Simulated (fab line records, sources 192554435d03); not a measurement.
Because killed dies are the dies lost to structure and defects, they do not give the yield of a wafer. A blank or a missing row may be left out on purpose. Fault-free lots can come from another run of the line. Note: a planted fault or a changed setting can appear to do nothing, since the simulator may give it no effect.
Matching of chambers + flow n5Finfet + 4 sister chambers for N5_DUMMY_GATE_ETCH_23 on rieSi-04
The step etches poly-Si in HBr/Cl2/O2, target depth 41 nm, time 22.3 s. 4 wafers are shown with their chamber, then 8 later ones without.

== WAFERS, EACH WITH ITS CHAMBER ==
| wafer  | chamber | drypumpMotorCurrentA (A) |
|--------|---------|--------------------------|
| L079.5 | 1       | 5.7                      |
| L090.3 | 2       | 6.7                      |
| L090.4 | 3       | 5.9                      |
| L091.3 | 0       | 6.2                      |

== WAFERS WITHOUT THEIR CHAMBER ==
| wafer  | drypumpMotorCurrentA (A) |
|--------|--------------------------|
| L091.4 | 5.9                      |
| L091.6 | 6.8                      |
| L096.1 | 5.7                      |
| L096.2 | 6.3                      |
| L096.6 | 6.7                      |
| L097.1 | 5.7                      |
| L097.3 | 5.9                      |
| L097.5 | 5.9                      |

== CHAMBER TAKEN BY EACH ==
| wafer  | from the rows above | in truth |
|--------|---------------------|----------|
| L091.4 | 3                   | 3        |
| L091.6 | 2                   | 2        |
| L096.1 | 1                   | 1        |
| L096.2 | 0                   | 0        |
| L096.6 | 2                   | 2        |
| L097.1 | 1                   | 1        |
| L097.3 | 3                   | 3        |
| L097.5 | 3                   | 3        |
Correctly placed: 8 of 8. Number that these rows cannot place: 0. Wrongly placed: 0.
How it was worked out, from the rows above alone: a wafer's distance from a chamber is the root of the sum, over the readings, of the square of ((its reading less the chamber's mean) divided by the reading's scatter). The wafer belongs to the nearest chamber; if the next one is less than 2 further off, it can't be placed. The mean given for a chamber averages the wafers shown for that chamber. The scatter: root of mean squared gap, hidden wafer to nearest shown wafer, with one shown wafer a chamber.
